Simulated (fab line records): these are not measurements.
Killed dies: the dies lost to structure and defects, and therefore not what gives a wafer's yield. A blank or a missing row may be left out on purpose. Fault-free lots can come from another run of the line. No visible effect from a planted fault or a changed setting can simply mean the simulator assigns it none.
A sampling plan put to the test ; flow nand_harc ; 28 faults told of in these records, all on one fab line, each judged by the records of the lots it struck
The plan is the line's own looks: the steps of the route at which a gauge or an inspection reads the wafer and doesn't change it. Where struck wafers have a number at a look and the file lists that look's usual mean and standard deviation on fault-free wafers, the look can be judged. Caught: 4 or more of those standard deviations (sigma) separate the usual mean from the mean of the struck wafers at a look after the fault's first step. On the tool: the fault's steps, tested the same way using the tool's own readings. Caught also covers a different recipe on the struck wafers, or a record left blank for those wafers only.

## THE FAULTS, as the simulator had put them in
1. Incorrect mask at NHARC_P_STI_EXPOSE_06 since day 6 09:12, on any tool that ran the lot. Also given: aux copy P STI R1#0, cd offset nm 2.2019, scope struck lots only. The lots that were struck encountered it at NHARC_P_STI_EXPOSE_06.
2. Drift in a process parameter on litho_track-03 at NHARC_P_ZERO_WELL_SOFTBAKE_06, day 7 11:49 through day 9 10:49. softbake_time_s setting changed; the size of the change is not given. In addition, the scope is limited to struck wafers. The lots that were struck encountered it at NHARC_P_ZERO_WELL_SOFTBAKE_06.
3. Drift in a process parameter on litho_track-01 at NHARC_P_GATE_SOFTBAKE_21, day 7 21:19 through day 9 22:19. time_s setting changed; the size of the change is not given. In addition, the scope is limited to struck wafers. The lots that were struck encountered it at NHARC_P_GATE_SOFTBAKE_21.
4. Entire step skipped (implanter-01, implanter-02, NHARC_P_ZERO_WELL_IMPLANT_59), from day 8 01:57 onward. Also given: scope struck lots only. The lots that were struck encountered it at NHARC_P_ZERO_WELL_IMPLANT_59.
5. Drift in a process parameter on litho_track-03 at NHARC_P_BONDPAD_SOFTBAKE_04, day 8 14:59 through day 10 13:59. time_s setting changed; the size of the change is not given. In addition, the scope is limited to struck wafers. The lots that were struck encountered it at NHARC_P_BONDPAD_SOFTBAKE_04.
6. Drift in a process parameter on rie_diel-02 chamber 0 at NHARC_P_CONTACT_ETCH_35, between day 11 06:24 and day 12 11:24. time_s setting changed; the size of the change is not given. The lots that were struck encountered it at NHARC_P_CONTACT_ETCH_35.
7. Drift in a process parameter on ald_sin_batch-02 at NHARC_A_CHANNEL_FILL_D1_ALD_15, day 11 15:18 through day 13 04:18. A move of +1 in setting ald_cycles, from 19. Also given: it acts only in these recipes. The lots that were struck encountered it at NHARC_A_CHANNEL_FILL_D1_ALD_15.
8. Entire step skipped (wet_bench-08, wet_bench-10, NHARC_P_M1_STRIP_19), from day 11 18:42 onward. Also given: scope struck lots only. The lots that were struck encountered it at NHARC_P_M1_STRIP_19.
9. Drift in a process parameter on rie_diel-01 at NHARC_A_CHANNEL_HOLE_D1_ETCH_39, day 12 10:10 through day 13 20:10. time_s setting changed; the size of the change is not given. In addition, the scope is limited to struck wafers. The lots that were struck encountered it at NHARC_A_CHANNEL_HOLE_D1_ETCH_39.
10. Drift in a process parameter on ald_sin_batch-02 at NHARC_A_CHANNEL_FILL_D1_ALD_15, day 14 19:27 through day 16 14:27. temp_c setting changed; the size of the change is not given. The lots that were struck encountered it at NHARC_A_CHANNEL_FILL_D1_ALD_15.
11. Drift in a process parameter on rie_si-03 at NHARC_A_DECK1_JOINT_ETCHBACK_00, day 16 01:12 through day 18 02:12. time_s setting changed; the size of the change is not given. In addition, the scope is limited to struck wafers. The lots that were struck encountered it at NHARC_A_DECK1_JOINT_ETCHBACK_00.
12. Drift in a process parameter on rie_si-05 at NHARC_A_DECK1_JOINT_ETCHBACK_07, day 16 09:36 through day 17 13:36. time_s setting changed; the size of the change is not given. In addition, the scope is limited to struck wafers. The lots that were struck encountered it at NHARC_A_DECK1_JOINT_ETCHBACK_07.
13. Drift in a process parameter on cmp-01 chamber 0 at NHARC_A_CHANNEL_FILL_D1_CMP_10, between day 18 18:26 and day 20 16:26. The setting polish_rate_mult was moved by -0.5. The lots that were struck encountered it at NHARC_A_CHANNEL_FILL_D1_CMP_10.
14. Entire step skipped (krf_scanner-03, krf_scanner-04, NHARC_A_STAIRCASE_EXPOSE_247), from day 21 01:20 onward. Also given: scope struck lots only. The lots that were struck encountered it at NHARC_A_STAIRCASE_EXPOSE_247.
15. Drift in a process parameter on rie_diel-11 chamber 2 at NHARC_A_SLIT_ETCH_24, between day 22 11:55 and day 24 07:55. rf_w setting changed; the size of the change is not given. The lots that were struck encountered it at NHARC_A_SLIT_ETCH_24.
16. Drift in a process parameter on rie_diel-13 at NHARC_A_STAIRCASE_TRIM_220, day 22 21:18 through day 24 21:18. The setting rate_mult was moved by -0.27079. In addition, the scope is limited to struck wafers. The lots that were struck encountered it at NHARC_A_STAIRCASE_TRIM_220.
17. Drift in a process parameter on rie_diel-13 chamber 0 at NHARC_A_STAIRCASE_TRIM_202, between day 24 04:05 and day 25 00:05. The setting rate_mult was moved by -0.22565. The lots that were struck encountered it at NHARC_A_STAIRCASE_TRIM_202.
18. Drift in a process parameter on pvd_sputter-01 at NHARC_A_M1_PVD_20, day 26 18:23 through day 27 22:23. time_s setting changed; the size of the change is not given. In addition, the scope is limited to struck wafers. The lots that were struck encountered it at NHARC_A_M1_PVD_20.
19. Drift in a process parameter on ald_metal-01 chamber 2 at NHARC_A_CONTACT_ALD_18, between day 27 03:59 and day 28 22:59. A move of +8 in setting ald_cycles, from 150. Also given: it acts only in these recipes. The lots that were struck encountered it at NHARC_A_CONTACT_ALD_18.
20. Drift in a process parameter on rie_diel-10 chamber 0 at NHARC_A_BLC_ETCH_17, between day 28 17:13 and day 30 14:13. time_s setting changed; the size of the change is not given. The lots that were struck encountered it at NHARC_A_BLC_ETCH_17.
21. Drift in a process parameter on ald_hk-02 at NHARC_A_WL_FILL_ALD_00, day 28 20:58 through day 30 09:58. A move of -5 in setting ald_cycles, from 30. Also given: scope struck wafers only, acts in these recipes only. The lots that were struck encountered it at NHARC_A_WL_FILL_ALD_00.
22. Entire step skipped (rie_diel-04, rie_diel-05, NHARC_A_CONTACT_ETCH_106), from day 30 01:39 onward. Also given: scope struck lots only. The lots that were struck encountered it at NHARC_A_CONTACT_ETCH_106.
23. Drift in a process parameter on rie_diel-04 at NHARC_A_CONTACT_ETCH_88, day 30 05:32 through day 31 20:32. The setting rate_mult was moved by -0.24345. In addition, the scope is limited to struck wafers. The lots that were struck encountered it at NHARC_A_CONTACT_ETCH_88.
24. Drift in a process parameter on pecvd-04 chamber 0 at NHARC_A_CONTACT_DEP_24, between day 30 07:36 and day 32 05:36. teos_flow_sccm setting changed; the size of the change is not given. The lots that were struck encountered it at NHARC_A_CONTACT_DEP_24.
25. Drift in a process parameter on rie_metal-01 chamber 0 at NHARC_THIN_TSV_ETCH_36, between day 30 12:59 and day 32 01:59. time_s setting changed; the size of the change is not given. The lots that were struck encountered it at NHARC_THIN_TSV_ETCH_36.
26. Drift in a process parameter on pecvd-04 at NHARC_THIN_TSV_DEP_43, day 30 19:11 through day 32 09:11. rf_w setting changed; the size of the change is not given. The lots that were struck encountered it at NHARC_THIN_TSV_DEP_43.
27. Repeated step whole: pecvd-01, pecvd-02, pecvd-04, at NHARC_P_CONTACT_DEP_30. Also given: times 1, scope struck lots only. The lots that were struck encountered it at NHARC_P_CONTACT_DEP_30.
28. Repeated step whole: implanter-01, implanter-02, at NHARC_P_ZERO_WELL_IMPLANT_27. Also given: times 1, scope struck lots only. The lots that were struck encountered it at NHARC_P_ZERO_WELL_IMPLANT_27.

## WHAT THE PLAN SAW
fault;on the tool itself;first look that catches it;reading, sigma;median hours from its first step to that look;hours from the fault's start to the first struck lot there;judged looks passed uncaught
1;no reading that can be judged;not the one look that can be judged after it;-;-;-;1
2;heater_power_total_W +18 sigma;no look after it can be judged;-;-;-;0
3;heater_power_total_W +99 or beyond sigma;not the one look that can be judged after it;-;-;-;1
4;the tool's record is blank for the struck wafers;no look after it can be judged;-;-;-;0
5;heater_power_total_W +5.2 sigma;not the one look that can be judged after it;-;-;-;1
6;run_length_s -27 sigma;not the one look that can be judged after it;-;-;-;1
7;under 2 sigma;no look after it can be judged;-;-;-;0
8;the tool's record is blank for the struck wafers;not the one look that can be judged after it;-;-;-;1
9;run_length_s -56 sigma;none of the 2 looks that can be judged after it;-;-;-;2
10;susceptor_temp_C +99 or beyond sigma;no look after it can be judged;-;-;-;0
11;run_length_s -21 sigma;no look after it can be judged;-;-;-;0
12;only faintly: run_length_s -3.1 sigma;no look after it can be judged;-;-;-;0
13;time_to_endpoint_s +8.8 sigma;not the one look that can be judged after it;-;-;-;1
14;no reading that can be judged;no look after it can be judged;-;-;-;0
15;rf_fwd_power_W +44 sigma;no look after it can be judged;-;-;-;0
16;oes_product_au -16 sigma;NHARC_END_SORT_01;killed_dies +6.3;196.9;224;0
17;oes_product_au -14 sigma;no look after it can be judged;-;-;-;0
18;under 2 sigma;no look after it can be judged;-;-;-;0
19;under 2 sigma;no look after it can be judged;-;-;-;0
20;run_length_s +84 sigma;not the one look that can be judged after it;-;-;-;1
21;under 2 sigma;not the one look that can be judged after it;-;-;-;1
22;the tool's record is blank for the struck wafers;no look after it can be judged;-;-;-;0
23;oes_product_au -16 sigma;not the one look that can be judged after it;-;-;-;1
24;mfc_precursor_sccm -48 sigma;no look after it can be judged;-;-;-;0
25;run_length_s -11 sigma;not the one look that can be judged after it;-;-;-;1
26;rf_fwd_power_W +55 sigma;not the one look that can be judged after it;-;-;-;1
27;under 2 sigma;no look after it can be judged;-;-;-;0
28;no reading that can be judged;no look after it can be judged;-;-;-;0
A dash: the fault is not caught, or the number is missing from these records.

Caught at a look: 1 of 28. Caught on the tool: 19 of 28. By one or the other: 19 of 28.
Caught on the tool alone: faults 2, 3, 4, 5, 6, 8, 9, 10, 11, 13, 15, 17, 20, 22, 23, 24, 25, 26.
Caught by neither: faults 1, 7, 12, 14, 18, 19, 21, 27, 28.

## THINNER SAMPLING
Were the look that catches a fault to measure just every second or every third lot (counted by lot number), the first struck lot would, at worst, be measured this late:
fault;struck lots at that look, in order of time;every lot;every second lot;every third lot
16;L796;224 h;may miss it;may miss it
Hours: fault start to first struck lot measured. The test against the limit of 4 sigma pooled every struck wafer, which means one lot taken alone may stay below that limit. Other struck lots may not be in these records.

## THE LONGEST TIMED WAY FROM STEP TO LOOK
Fault 16: a median of 196.9 hours passes between NHARC_A_STAIRCASE_TRIM_220 and NHARC_END_SORT_01. No look between them can be judged.
